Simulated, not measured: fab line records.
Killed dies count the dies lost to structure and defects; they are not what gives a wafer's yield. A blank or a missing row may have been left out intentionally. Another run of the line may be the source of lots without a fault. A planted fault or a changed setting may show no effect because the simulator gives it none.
Problem report, 8D (eight disciplines) form, completed by code    flow n5Finfet    the parts of the form that need people (team, actions taken, sign-off) are left out

== 1. THE PROBLEM ==
Wafers without a fault read 153.3 s, standard deviation 0.48; runLengthS at N5_BEOL_M4_ETCH_70 reads a mean of 162.2 s on 4 wafers belonging to 2 lots. Relative to the usual mean, that is a shift of +19 standard deviations.
The step: etches SOC in N2/H2, target depth 80 nm, overetch 24 nm, time 130 s.
The first sign was on wafer L930.1 at day 10 17:12, on rieDiel-02. Wafers with a number at this step in the record: 26, from 9 lots. The rule behind "out" and "out of limits": a value lying over 4 standard deviations away from the usual mean. The other wafers with a number count as sound.

== 2. WHAT IT IS AND WHAT IT IS NOT ==
question                     is                              is not
which readings at this step  runLengthS                      drypumpMotorCurrentA, oesProductAu, showerheadPlenumPTorr
which lots                   L930, L932                      L919, L920, L925, L926, L935, L936, L938
which wafers of those lots   L930.1, L930.2, L932.1, L932.2  L932.4
read on which tools          rieDiel-02                      rieDiel-03, rieDiel-04
when                         from day 10 17:12               up to then (12 sound wafers); but 10 sound wafers of L932, L935, L936, L938 came after

== 3. SUSPECTS, AND WHAT RULES EACH OUT ==
Counting: any tool at a process step up to the reading remains a suspect provided it ran every lot that is out. Sound lots after the first of them don't rule it out here, since some wafers of a struck lot are sound.
- rieDiel-02 at N5_BEOL_M4_DESCUM_33 (chemistry O2, time 7 s): kept. Every lot that is out went through it, the first being L930 (day 10 13:34); the last sound lot it ran before that was L920 (day 8 05:18).
- rieDiel-02 at N5_BEOL_M4_ETCH_77 (etches underlayer in N2/H2, target depth 6.5 nm, time 5.2 s): kept. Every lot that is out went through it, the first being L930 (day 10 13:35); the last sound lot it ran before that was L920 (day 8 05:20).
- rieDiel-02 at N5_BEOL_M4_ETCH_70 (etches SOC in N2/H2, target depth 80 nm, overetch 24 nm, time 130 s): kept. Every lot that is out went through it, the first being L930 (day 10 17:12); the last sound lot it ran before that was L926 (day 9 19:52). Its own readings are out on those wafers: runLengthS.
- Within rieDiel-02 at N5_BEOL_M4_ETCH_70: the wafers that are out ran in chambers 0, 2, 3; their sound lot-mates ran in chamber 1.
Left after counting: rieDiel-02 at N5_BEOL_M4_DESCUM_33, rieDiel-02 at N5_BEOL_M4_ETCH_77, rieDiel-02 at N5_BEOL_M4_ETCH_70.

== 4. THE CAUSE (what the simulator had put in) ==
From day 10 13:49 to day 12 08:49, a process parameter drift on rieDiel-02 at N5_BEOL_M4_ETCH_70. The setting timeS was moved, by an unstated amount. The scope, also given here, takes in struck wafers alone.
Counting leaves 3 suspects; this tool is one of them.

== 5. THE CHAIN OF EFFECTS, in route order ==
One row per reading whose mean, taken over the struck wafers that have a number, lies over 3 standard deviations from the usual. Readings are gone through only where the record gives a usual standard deviation; hours: the median, over the lots, of the time from a lot's start at the first step in this table giving one to that lot's start at this step; sigmas: the change measured in usual standard deviations.
hours  step                reading     usual    on struck wafers  change  sigmas
0      N5_BEOL_M4_ETCH_70  runLengthS  153.3 s  162.2             +8.9    +19
It contains these process steps:
- N5_BEOL_M4_ETCH_70: etches SOC in N2/H2, target depth 80 nm, overetch 24 nm, time 130 s.
Later measuring or inspecting steps at which every struck wafer that the step has a row for has a number for every such reading, and none has moved that far: N5_BEOL_M4_RC_MEAS_101.

== 6. HOW IT WOULD HAVE BEEN CAUGHT EARLIER ==
The fault began at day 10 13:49; the first out-of-limits reading in this record came at day 10 17:12, 3 hours later.
